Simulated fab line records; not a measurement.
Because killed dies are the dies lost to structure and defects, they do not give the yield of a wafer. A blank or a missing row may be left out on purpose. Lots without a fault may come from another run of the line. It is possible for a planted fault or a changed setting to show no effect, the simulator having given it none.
Matching of chambers -- flow n5 finfet -- N5_BEOL_M11_DESCUM_33 on rie diel-06: 4 sister chambers
The step chemistry O2, time 7.9 s. 8 wafers are shown with their chamber, then 12 later ones without.

EACH WAFER AND ITS CHAMBER
wafer,chamber,showerhead plenum p Torr (Torr),throttle valve pct (%)
L081.2,1,2.03,20.07
L081.3,0,2.01,20.75
L087.2,3,2.17,20.41
L087.5,2,2.21,20.44
L087.6,3,2.17,20.40
L090.3,2,2.21,20.44
L090.4,0,2.00,20.74
L090.6,1,2.03,20.12

WAFERS WITHOUT THEIR CHAMBER
wafer,showerhead plenum p Torr (Torr),throttle valve pct (%)
L093.1,2.02,20.11
L093.3,2.00,20.76
L093.4,2.21,20.45
L095.2,2.16,20.44
L095.3,2.21,20.45
L095.5,2.02,20.12
L094.1,2.16,20.45
L094.5,2.16,20.44
L094.6,2.00,20.77
L096.1,2.00,20.78
L096.2,2.16,20.44
L096.5,2.21,20.47

WHICH CHAMBER EACH ONE RAN IN
wafer,from the rows above,in truth
L093.1,1,1
L093.3,0,0
L093.4,2,2
L095.2,3,3
L095.3,2,2
L095.5,1,1
L094.1,3,3
L094.5,3,3
L094.6,0,0
L096.1,0,0
L096.2,3,3
L096.5,2,2
12 of 12 placed correctly. Number that these rows cannot place: 0. Number placed wrongly: 0.
How it was worked out, from the rows above alone: a wafer's distance from a chamber is the root of the sum, over the readings, of the square of ((its reading less the chamber's mean) divided by the reading's scatter). If the next closest chamber is less than 2 further off than the closest, the wafer can't be placed; otherwise it belongs to the closest. A chamber's mean is the mean of its shown wafers. How the scatter is found: for the shown wafers, subtract from each reading the mean of its chamber, square and add these, divide the total by (wafers less chambers), then take the root.
